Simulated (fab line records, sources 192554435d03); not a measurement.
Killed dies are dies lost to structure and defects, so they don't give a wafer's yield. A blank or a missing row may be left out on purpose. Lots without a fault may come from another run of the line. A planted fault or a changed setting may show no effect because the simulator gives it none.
Split-lot experiment | flow n5_finfet | 7 lots, 21 wafers read, on a route of 1938 steps

THE SPLIT
At N5_BEOL_M7_ETCH_41 (etches SiCN in CH3F/O2, target depth 31.9 nm, time 57.8 s), the setting source_w was moved away from the recipe's 395 W on 8 of the 21 wafers read, by -5.8% to +11.4%. The other wafers ran this setting at the recipe's value.

The reading is taken at the split's own step.

THE READING
rf_vpp_V, in V, at N5_BEOL_M7_ETCH_41 (etches SiCN in CH3F/O2, target depth 31.9 nm, time 57.8 s). Fault-free wafers of this fab line usually give 297.4 V, standard deviation 1.4 V.

wafer  | tool, chamber at the split | source_w as run, W | against the recipe | rf_vpp_V, V | against lot-mates on the recipe
L078.1 | rie_diel-03, 1             | 395                | recipe             | 296.7       | -
L078.4 | rie_diel-03, 3             | 440.1              | +11.4%             | 287.8       | -8.9
L078.5 | rie_diel-03, 3             | 440.1              | +11.4%             | 288.2       | -8.5
L079.1 | rie_diel-02, 2             | 372.2              | -5.8%              | 303.5       | +7.3
L079.4 | rie_diel-02, 0             | 395                | recipe             | 296.2       | -
L079.6 | rie_diel-02, 0             | 372.2              | -5.8%              | 302.0       | +5.8
L082.2 | rie_diel-06, 3             | 395                | recipe             | 296.9       | -
L082.5 | rie_diel-06, 0             | 418                | +5.8%              | 289.6       | -7.3
L082.6 | rie_diel-06, 3             | 418                | +5.8%              | 291.7       | -5.2
L084.3 | rie_diel-03, 1             | 395                | recipe             | 296.9       | -
L084.4 | rie_diel-03, 0             | 395                | recipe             | 300.1       | -
L084.5 | rie_diel-03, 3             | 395                | recipe             | 298.4       | -
L088.3 | rie_diel-03, 2             | 376.8              | -4.6%              | 303.3       | +5.5
L088.5 | rie_diel-03, 2             | 395                | recipe             | 297.8       | -
L088.6 | rie_diel-03, 1             | 376.8              | -4.6%              | 301.5       | +3.7
L089.2 | rie_diel-03, 3             | 395                | recipe             | 298.2       | -
L089.5 | rie_diel-03, 2             | 395                | recipe             | 297.8       | -
L089.6 | rie_diel-03, 1             | 395                | recipe             | 298.4       | -
L090.1 | rie_diel-03, 0             | 395                | recipe             | 299.0       | -
L090.3 | rie_diel-03, 1             | 395                | recipe             | 297.8       | -
L090.4 | rie_diel-03, 2             | 395                | recipe             | 296.2       | -

THE FIT
A straight line over all 21 wafers: rf_vpp_V changes by -0.924 V for each +1% of source_w; r = -0.96; the points scatter about the line by 1.2 V.
The same after taking each lot's own level away (the mean of its wafers on the recipe; 21 wafers): -0.897 V for each +1%; r = -0.97; scatter 1.1 V.
On that fit, the largest move of source_w shifts the reading by 10 V.
The lots' own levels span 296.20 to 298.47 V, that is 1.6 times the standard deviation above.
So the lot-to-lot level changes the slope little: the two slopes agree.
Check: with one of the wafers moved furthest among these (+11.4%) left out of the fit, the line predicts -10.5 V for it against its lot-mates. It came out at -8.9 V against them.
Tool readings at the split's step, against how far the setting was moved: rf_vpp_V r = -0.96.

OTHER SPLITS ON THESE WAFERS
These wafers also went through other splits before the reading. Each is held against what the fit with the lots' levels taken away leaves over:
other split on the same wafers | wafers away from the commonest value | r with rf_vpp_V (lot level and that fit taken away)
N5_BEOL_M6_ETCH_66 bias_w      | 8                                    | -0.09
N5_BEOL_M7_VIA_ETCH_34 bias_w  | 9                                    | +0.18

THE FILE'S OWN FIT
rf_vpp_V changes by -0.89 V for each +1% of source_w, r = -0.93.
